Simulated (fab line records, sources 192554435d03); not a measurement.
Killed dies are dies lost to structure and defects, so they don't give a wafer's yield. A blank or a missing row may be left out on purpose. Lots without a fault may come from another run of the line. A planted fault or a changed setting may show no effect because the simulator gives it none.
fab line records | flow n5_finfet
record lots=10 wafers=29 last_day=18
route steps=1938 shown BEOL_M4@1093 PASSIVATION@1936
lots that met no fault: from a run of the same line without faults
start_h: hours from the record's first day to the start of the lot's first wafer shown | wait_h: hours since the lot's step before | " the same as in the row above | L1.1+2: a row that stands for several wafers | - no value, or no start given | * or withheld: withheld | < > ~ a bound
route shown NAME@n: a module of which the file shows steps, and the number in the route of the first | usual: mean/standard deviation of fault-free wafers | same: alike in all rows | chamber/n: place in a boat | sites: the reading at each site | _std_site: their standard deviation | _edge_site: outer sites' mean less inner sites' | radius_mm: how far each site lies from the wafer's centre | mask NAME#n: copy n | behind: the tool/chamber that last shaped the wafer | hold: why the lot was held/for how many hours/how that ended | device: the transistor (n, p or np) that didn't switch | end of line: the same wafers' tests at the end of the route | a step without rows: its recipe alone | killed: dies lost to structure and defects at the first sort, not the wafer's yield | map: a wafer's dies, x killed, . not, _ none there
set.NAME: the setting as run; set.NAME@STEP: as run at that earlier step | model.NAME: the simulator's own value behind a step, which no gauge read
steps of the route over a sample of lots; a table a step, a row a wafer
services: from which hour (start_h, from the record's first day; less than 0 if before it) a tool's chamber was out of use, for how many hours, and why
## steps
# step N5_BEOL_M4_ANNEAL_89
# recipe temp_c=400 time_s=240 ambient=vacuum
# usual heater_power_w=834/76
# same time_s=240
# columns lot.wafer tool chamber start_h wait_h heater_power_w
L505.3 pvd_sputter-03 - 190.16 0.0 813
L505.4 " - " " 911
L505.6 " - " " 822
L508.3 pvd_sputter-03 - 196.68 0.0 826
L508.4 " - " " 778
L508.5 " - " " 754
L509.1 pvd_sputter-01 - 205.59 0.0 705
L509.3 " - " " 805
L509.5 " - " " 902
L510.3 pvd_sputter-01 - 213.49 0.0 795
L510.4 " - " " 703
L510.5 " - " " 890
L511.2 pvd_sputter-03 - 223.39 0.0 917
L511.5 " - " " 914
L517.3 pvd_sputter-03 - 257.21 0.0 776
L517.5 " - " " 861
L517.6 " - " " 897
L522.3 pvd_sputter-02 - 289.65 0.0 779
L522.5 " - " " 764
L522.6 " - " " 778
L524.1 pvd_sputter-03 - 297.43 0.0 823
L524.2 " - " " 775
L524.4 " - " " 843
L523.1 pvd_sputter-03 - 300.31 0.0 809
L523.3 " - " " 775
L523.5 " - " " 809
L525.2 pvd_sputter-02 - 306.27 0.0 819
L525.4 " - " " 956
L525.6 " - " " 962
# step N5_BEOL_M4_SPUTTER_90
# recipe material=Cu target_thk_a=45 temp_c=-20 chamber_pressure_pa=0.07 power_w=withheld time_s=8.29
# usual throttle_valve_pct=30.3/1.1
# same time_s=8.29
# columns lot.wafer tool chamber start_h wait_h throttle_valve_pct
L505.3 pvd_sputter-03 - 190.30 0.1 29.3
L505.4 " - " " 30.5
L505.6 " - " " 29.6
L508.3 pvd_sputter-03 - 196.82 0.1 29.3
L508.4 " - " " 28.3
L508.5 " - " " 28.2
L509.1 pvd_sputter-01 - 205.73 0.1 29.4
L509.3 " - " " 30.2
L509.5 " - " " 29.3
L510.3 pvd_sputter-01 - 213.63 0.1 29.9
L510.4 " - " " 31.9
L510.5 " - " " 29.3
L511.2 pvd_sputter-03 - 223.53 0.1 30.6
L511.5 " - " " 30.7
L517.3 pvd_sputter-03 - 257.35 0.1 28.1
L517.5 " - " " 31.5
L517.6 " - " " 30.8
L522.3 pvd_sputter-02 - 289.79 0.1 31.4
L522.5 " - " " 31.8
L522.6 " - " " 30.2
L524.1 pvd_sputter-03 - 297.57 0.1 29.7
L524.2 " - " " 28.4
L524.4 " - " " 31.5
L523.1 pvd_sputter-03 - 300.45 0.1 29.5
L523.3 " - " " 28.2
L523.5 " - " " 29.3
L525.2 pvd_sputter-02 - 306.41 0.1 30.4
L525.4 " - " " 31.8
L525.6 " - " " 30.2
# step N5_BEOL_M4_ANNEAL_91
# recipe temp_c=400 time_s=240 ambient=vacuum
# usual heater_power_w=832/76
# same time_s=240
# columns lot.wafer tool chamber start_h wait_h heater_power_w
L505.3 pvd_sputter-03 - 190.38 0.0 825
L505.4 " - " " 900
L505.6 " - " " 818
L508.3 pvd_sputter-03 - 196.90 0.0 815
L508.4 " - " " 789
L508.5 " - " " 770
L509.1 pvd_sputter-01 - 205.81 0.0 710
L509.3 " - " " 800
L509.5 " - " " 876
L510.3 pvd_sputter-01 - 213.71 0.0 767
L510.4 " - " " 706
L510.5 " - " " 895
L511.2 pvd_sputter-03 - 223.61 0.0 889
L511.5 " - " " 900
L517.3 pvd_sputter-03 - 257.43 0.0 766
L517.5 " - " " 851
L517.6 " - " " 912
L522.3 pvd_sputter-02 - 289.87 0.0 779
L522.5 " - " " 785
L522.6 " - " " 779
L524.1 pvd_sputter-03 - 297.65 0.0 838
L524.2 " - " " 783
L524.4 " - " " 879
L523.1 pvd_sputter-03 - 300.53 0.0 809
L523.3 " - " " 771
L523.5 " - " " 810
L525.2 pvd_sputter-02 - 306.49 0.0 810
L525.4 " - " " 988
L525.6 " - " " 923
# step N5_BEOL_M4_ECD_50
# recipe material=Cu target_thk_a=3000
# columns lot.wafer tool chamber start_h wait_h
L505.3+4+6 ecd_cu-01 1,0,0 191.10 0.1
L508.3+4+5 ecd_cu-02 1,0,0 197.61 0.1
L509.1+3+5 ecd_cu-02 0,1,1 206.50 0.1
L510.3+4+5 ecd_cu-02 1,0,0 214.42 0.1
L511.2+5 ecd_cu-02 0,1 224.31 0.1
L517.3+5+6 ecd_cu-01 0,0,1 258.15 0.1
L522.3+5+6 ecd_cu-02 0,0,1 290.58 0.1
L524.1+2+4 ecd_cu-02 0,1,0 298.35 0.1
L523.1+3+5 ecd_cu-02 0,0,1 301.23 0.1
L525.2+4+6 ecd_cu-02 0,1,1 307.19 0.1
# step N5_BEOL_M4_CMP_52
# recipe stop_on=SiOC t_overpolish_s=6.8 down_force_psi=1 platen_rpm=50 clearing_platen_down_force_psi=1.5 clearing_platen_rpm=50 post_cmp_clean=cu_alkaline target_thk_nm=40 clearing_platen_pad_velocity_m_s=0.99484 pad_velocity_m_s=0.99484
# usual motor_current_A=5.9/0.78 slurry_filter_dp_kPa=13.47/0.14 time_to_endpoint_s=63.4/2.7
# columns lot.wafer tool chamber start_h wait_h motor_current_A slurry_filter_dp_kPa time_to_endpoint_s
L505.4 cmp-02 3 191.54 0.2 6.5 13.51 65.4
L505.3 " 0 " " 6.7 13.55 65.7
L505.6 " 1 " " 7.0 13.51 61.1
L508.4 cmp-02 2 198.18 0.3 6.2 13.69 61.1
L508.3 " 0 " " 6.7 13.55 60.8
L508.5 " 3 " " 6.2 13.32 63.3
L509.3 cmp-01 0 206.88 0.2 5.6 13.42 92.1
L509.1 " 1 " " 6.5 13.56 61.5
L509.5 " 0 " " 5.7 13.25 64.1
L510.4 cmp-02 2 214.91 0.2 6.2 13.34 62.7
L510.3 " 3 " " 6.4 13.68 88.6
L510.5 " 1 " " 7.4 13.52 60.5
L511.2 cmp-04 2 224.76 0.2 5.1 13.47 86.5
L511.5 " 2 " " 5.3 13.55 60.8
L517.3 cmp-01 0 258.62 0.3 5.6 13.66 62.6
L517.6 " 1 " " 6.5 13.59 58.6
L517.5 " 2 " " 4.7 13.12 66.6
L522.3 cmp-01 0 291.07 0.3 5.4 13.49 61.9
L522.6 " 1 " " 6.5 13.37 59.9
L522.5 " 2 " " 4.8 13.37 67.6
L524.2 cmp-01 2 299.00 0.2 4.5 13.12 62.3
L524.1 " 3 " " 5.5 13.55 61.9
L524.4 " 1 " " 6.5 13.40 60.6
L523.1 cmp-01 3 301.61 0.3 5.6 13.34 60.8
L523.3 " 2 " " 4.6 13.36 64.4
L523.5 " 0 " " 5.8 13.50 63.4
L525.4 cmp-01 1 307.56 0.1 6.4 13.48 59.3
L525.2 " 0 " " 5.3 13.49 63.9
L525.6 " 1 " " 6.4 13.44 61.8
# step N5_BEOL_M4_RC_MEAS_101
# usual DIBL_N=35.8/1.4 DIBL_P=35.8/1.6 IOFF_N=0.152/0.021 IOFF_P=0.204/0.027 ION_N=672/8.7 ION_P=461/6.2 SS_N=71.5/0.54 SS_P=73.1/0.57 VT_N=250.0/2.5 VT_P=-250.6/2.7
# columns lot.wafer tool chamber start_h wait_h DIBL_N[mV/V] DIBL_P[mV/V] IOFF_N[nA/um] IOFF_P[nA/um] ION_N[uA/um] ION_P[uA/um] SS_N[mV/dec] SS_P[mV/dec] VT_N[mV] VT_P[mV]
L505.3 prober-01 0 192.44 0.3 36.7 38.0 0.175 0.212 683 463 72.8 73.2 251.0 -252.0
L505.4 " 0 " " 35.8 37.4 0.163 0.192 692 462 72.6 72.9 249.6 -252.6
L505.6 " 0 " " 35.3 36.7 0.156 0.185 680 461 72.0 72.8 250.9 -254.4
L508.3 prober-02 0 199.18 0.3 35.7 36.7 0.159 0.223 679 466 72.1 73.0 247.3 -249.0
L508.4 " 0 " " 35.0 35.6 0.147 0.202 667 464 71.3 72.2 246.3 -247.8
L508.5 " 0 " " 35.7 37.1 0.171 0.229 686 463 71.1 72.8 245.7 -248.5
L509.1 prober-01 0 207.49 0.0 36.1 38.4 0.167 0.224 683 465 71.4 73.3 250.7 -252.5
L509.3 " 0 " " 35.1 36.2 0.140 0.187 663 452 71.5 72.1 252.5 -252.6
L509.5 " 0 " " 35.7 37.7 0.160 0.219 672 467 71.5 72.7 250.2 -250.2
L510.3 prober-02 0 215.75 0.3 36.8 37.3 0.168 0.235 688 473 71.8 74.4 249.5 -250.4
L510.4 " 0 " " 34.2 34.0 0.117 0.185 671 464 70.6 73.1 252.3 -251.4
L510.5 " 0 " " 36.4 37.8 0.171 0.241 680 470 72.0 73.7 249.9 -248.4
L511.2 prober-02 0 225.48 0.2 36.6 37.1 0.160 0.233 679 465 71.1 72.5 248.2 -248.4
L511.5 " 0 " " 36.0 37.2 0.155 0.227 671 467 71.5 73.1 247.8 -247.3
L517.3 prober-01 0 259.42 0.3 35.2 34.8 0.136 0.169 667 458 72.1 72.7 252.3 -253.7
L517.5 " 0 " " 34.9 34.8 0.136 0.170 675 459 71.7 72.9 252.2 -257.1
L517.6 " 0 " " 36.1 36.5 0.156 0.200 668 453 72.7 73.1 248.5 -253.7
L522.3 prober-01 0 291.87 0.3 36.2 35.7 0.165 0.241 672 468 71.8 73.2 247.8 -249.2
L522.5 " 0 " " 37.8 38.1 0.204 0.281 679 466 72.0 73.2 245.2 -245.0
L522.6 " 0 " " 36.0 35.0 0.163 0.226 673 461 72.0 73.2 249.5 -249.3
L524.1 prober-02 0 299.63 0.0 33.6 34.9 0.132 0.169 659 453 70.6 72.8 252.8 -251.8
L524.2 " 0 " " 34.1 35.2 0.138 0.173 663 460 70.7 72.7 249.9 -253.6
L524.4 " 0 " " 33.5 34.8 0.126 0.167 671 455 70.5 73.0 252.3 -254.0
L523.1 prober-02 0 302.21 0.0 34.4 32.6 0.107 0.163 665 465 71.2 72.1 252.2 -253.7
L523.3 " 0 " " 37.6 37.1 0.159 0.227 670 465 71.1 73.9 249.6 -247.9
L523.5 " 0 " " 36.8 35.8 0.135 0.200 660 457 72.2 73.2 253.0 -249.8
L525.2 prober-01 0 308.32 0.2 37.1 36.6 0.175 0.236 681 469 71.5 73.4 250.5 -247.9
L525.4 " 0 " " 37.5 37.4 0.194 0.260 680 468 71.4 74.0 246.3 -245.3
L525.6 " 0 " " 37.0 37.1 0.192 0.255 692 478 70.6 73.7 244.7 -246.4
# step N5_PASSIVATION_PROBE_49
# usual defect_limited_yield=91.6/1.4 killed_at_M0_to_M3=33/9.7 killed_at_M4_up=13/5.4 killed_at_contacts=13/6.6 killed_at_front_end=36/11 killed_at_other=3.9/3 killed_dies=99/16 killed_open=66/12 killed_short=32/7.9 sort_bin_5_function=4.9/0.9 sort_bin_6_memory=3.2/0.67 sort_n_pass=1081/16 sort_yield_pct=91.6/1.4
# same gross_dies=1180 killed_at_back_side=0 sort_bin_4_leakage[%]=0 sort_bin_8_speed[%]=0
# columns lot.wafer tool chamber start_h wait_h defect_limited_yield[%] killed_at_M0_to_M3 killed_at_M4_up killed_at_contacts killed_at_front_end killed_at_other killed_dies killed_open killed_short sort_bin_5_function[%] sort_bin_6_memory[%] sort_n_pass sort_yield_pct[%]
L509.1 prober-02 - 313.88 0.0 93.0 19 26 13 24 1 83 62 20 3.4 3.4 1097 93.0
L509.3 prober-02 - 313.98 0.1 93.4 24 8 8 36 2 78 54 24 3.7 2.5 1102 93.4
L509.5 prober-02 - 314.08 0.2 91.5 30 26 8 29 7 100 76 22 5.3 3.1 1080 91.5
# killed by level:class
L509.1 MOL_CONTACT_COAG:geometric_particle:open=11 STI_FIN_REVEAL:geometric_particle:open=8 BEOL_M4:geometric_particle:open=8 BEOL_M0_SAQP:geometric_particle:short=6 FIN_SAQP:geometric_particle:open=5 BEOL_M3:geometric_particle:open=4 BEOL_M5:geometric_particle:open=4 DUMMY_GATE:geometric_particle:open=3
L509.3 BEOL_M3:geometric_particle:open=9 FIN_SAQP:geometric_particle:short=8 STI_FIN_REVEAL:geometric_particle:open=8 MOL_CONTACT_COAG:geometric_particle:open=8 STI_FIN_REVEAL:geometric_particle:short=5 BEOL_M4:geometric_particle:open=5 DUMMY_GATE:geometric_particle:open=4 BEOL_M1:geometric_particle:open=4
L509.5 FIN_SAQP:geometric_particle:open=11 BEOL_M1:geometric_particle:open=10 BEOL_M4:geometric_particle:open=10 MOL_CONTACT_COAG:geometric_particle:open=7 BEOL_M2:geometric_particle:open=7 BEOL_M5:geometric_particle:open=5 BEOL_M3:geometric_particle:open=4 FIN_SAQP:geometric_particle:short=3
## services
# columns tool chamber start_h hours kind
ecd_cu-01 - 170.35 1.4 repair
cmp-01 - 195.05 4.0 repair
cmp-01 - 202.53 2.6 repair
cmp-04 - 213.85 2.0 repair
cmp-02 - 217.07 4.0 pm
cmp-02 - 221.07 - consumable_replace:conditioner
cmp-02 - 221.07 - consumable_replace:pad
cmp-02 - 236.73 3.6 pm
ecd_cu-02 - 240.35 4.2 repair
cmp-01 - 276.89 4.0 pm
cmp-01 - 280.89 - consumable_replace:conditioner
cmp-01 - 280.89 - consumable_replace:pad
cmp-02 - 282.84 3.9 repair
cmp-04 - 285.55 4.9 pm
cmp-02 - 301.49 0.3 repair
cmp-04 - 305.26 1.2 repair
## key
first_sign step=N5_BEOL_M4_CMP_52 reading=time_to_endpoint_s direction=up sigmas=9.4 usual=* struck=*
effect none on later readings
met_at N5_BEOL_M4_ECD_50
struck_lots L509,L510,L511
struck_wafers L509.3,L510.3,L511.2
not_acting_at N5_BEOL_M4_ANNEAL_89,N5_BEOL_M4_SPUTTER_90,N5_BEOL_M4_ANNEAL_91
onset_between 197.61 206.50
fault kind=process_parameter_drift tool=ecd_cu-02 chamber=- onset_h=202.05 steps=N5_BEOL_M4_ECD_50 channel=target_thk_a offset=* shape=step end_h=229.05 scope=struck_wafers_only acts_in=* stated=*
